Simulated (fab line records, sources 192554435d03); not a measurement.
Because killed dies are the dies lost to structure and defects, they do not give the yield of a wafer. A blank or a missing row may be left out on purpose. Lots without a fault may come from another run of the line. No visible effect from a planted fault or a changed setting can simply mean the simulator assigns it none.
Lot-split experiment ; flow n5 finfet ; on a route of 1938 steps: 7 lots, 39 wafers read

== THE SPLIT ==
At N5_GATE_CUT_ETCH_37 (etches SOC in N2/H2, target depth 60 nm, overetch 12 nm, time 90 s), the setting bias w was moved away from the recipe's 150 W on 15 of the 39 wafers read, by -19.0% to +17.0%. For the rest of the wafers, this setting stayed at what the recipe calls for.

The reading is taken at the split's own step.

== THE READING ==
rf vpp V, in V, at N5_GATE_CUT_ETCH_37 (etches SOC in N2/H2, target depth 60 nm, overetch 12 nm, time 90 s). A value of 524.6 V with a standard deviation of 2.3 V is what fault-free wafers of this fab line usually give.

wafer;tool, chamber at the split;bias w as run, W;against the recipe;rf vpp V, V;against lot-mates on the recipe
L074.1;rie diel-03, 3;175.5;+17.0%;582.4;+57.3
L074.2;rie diel-03, 0;175.5;+17.0%;580.3;+55.2
L074.3;rie diel-03, 2;175.5;+17.0%;578.7;+53.6
L074.4;rie diel-03, 1;150;recipe;524.2;-
L074.5;rie diel-03, 1;150;recipe;524.3;-
L074.6;rie diel-03, 0;150;recipe;526.9;-
L078.1;rie diel-02, 1;150;recipe;521.2;-
L078.2;rie diel-02, 3;127.5;-15.0%;471.9;-53.2
L078.3;rie diel-02, 0;127.5;-15.0%;474.1;-51.0
L078.4;rie diel-02, 2;150;recipe;527.9;-
L078.5;rie diel-02, 3;127.5;-15.0%;473.2;-51.9
L078.6;rie diel-02, 2;150;recipe;526.2;-
L084.1;rie diel-02, 3;168.6;+12.4%;563.1;+40.6
L084.2;rie diel-02, 1;150;recipe;521.3;-
L084.3;rie diel-02, 0;168.6;+12.4%;565.3;+42.8
L084.4;rie diel-02, 2;168.6;+12.4%;568.1;+45.6
L084.5;rie diel-02, 2;150;recipe;527.2;-
L084.6;rie diel-02, 1;150;recipe;519.1;-
L085.1;rie diel-01, 3;136.5;-9.0%;492.2;-33.3
L085.2;rie diel-01, 0;150;recipe;527.0;-
L085.3;rie diel-01, 1;150;recipe;522.7;-
L085.4;rie diel-01, 2;136.5;-9.0%;493.9;-31.6
L085.5;rie diel-01, 0;150;recipe;526.9;-
L085.6;rie diel-01, 1;136.5;-9.0%;492.7;-32.8
L086.1;rie diel-02, 2;150;recipe;525.8;-
L086.2;rie diel-02, 3;121.5;-19.0%;457.3;-67.2
L086.3;rie diel-02, 1;121.5;-19.0%;454.7;-69.8
L086.4;rie diel-02, 0;150;recipe;525.6;-
L086.5;rie diel-02, 3;150;recipe;522.1;-
L086.6;rie diel-02, 2;121.5;-19.0%;460.6;-63.9
L092.1;rie diel-01, 2;150;recipe;525.6;-
L092.3;rie diel-01, 0;150;recipe;525.9;-
L092.5;rie diel-01, 0;150;recipe;526.2;-
L094.1;rie diel-03, 0;150;recipe;523.8;-
L094.2;rie diel-03, 2;150;recipe;522.0;-
L094.3;rie diel-03, 3;150;recipe;528.0;-
L094.4;rie diel-03, 1;150;recipe;523.4;-
L094.5;rie diel-03, 0;150;recipe;526.7;-
L094.6;rie diel-03, 1;150;recipe;523.3;-

FIT RESULTS
A straight line over all 39 wafers: rf vpp V changes by +3.41 V for each +1% of bias w; r = +1.00; the points scatter about the line by 2.3 V.
The same after taking each lot's own level away (the mean of its wafers on the recipe; 39 wafers): +3.44 V for each +1%; r = +1.00; scatter 2.3 V.
The reading moves by 65 V for the largest change in bias w, on that fit.
The lots' own levels span 522.53 to 525.90 V, that is 1.5 times the standard deviation above.
The two slopes agree, so the slope changes little with the lot-to-lot level.
Check: for one of the wafers moved furthest among these (-19.0%), held out of the fit, the line's prediction against its lot-mates is -65.6 V. Against them it came out at -67.2 V.
Tool readings at the split's step, against how far the setting was moved: rf vpp V r = +1.00.

== ADDITIONAL SPLITS CARRIED BY THESE WAFERS ==
Other splits were also applied to these wafers ahead of the reading. Each is held against what the fit with the lots' levels taken away leaves over:
other split on the same wafers;wafers away from the commonest value;r with rf vpp V (lot level and that fit taken away)
N5_DUMMY_GATE_EXPOSE_12 dose mj;15;-0.04
N5_DUMMY_GATE_ETCH_31 target depth a;18;+0.07
N5_DUMMY_GATE_ETCH_32 time s;15;-0.08

== THE WHOLE CHAIN: every reading that the file lists as answering this split, in the file's order ==
step;what it does;reading;change (the file's fit);r (the file's)
N5_GATE_CUT_ETCH_37;etches SOC in N2/H2, target depth 60 nm, overetch 12 nm, time 90 s;rf vpp V;+3.44 V for each +1% of the setting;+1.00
N5_GATE_CUT_ETCH_37;etches SOC in N2/H2, target depth 60 nm, overetch 12 nm, time 90 s;SiARC_of_GATE_CUT_COAT_35.thk nm (the simulator's own value, which no gauge read);-0.0545 nm for each +1% of the setting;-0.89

== FILE'S OWN FIT ==
rf vpp V changes by +3.44 V for each +1% of bias w, r = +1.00.
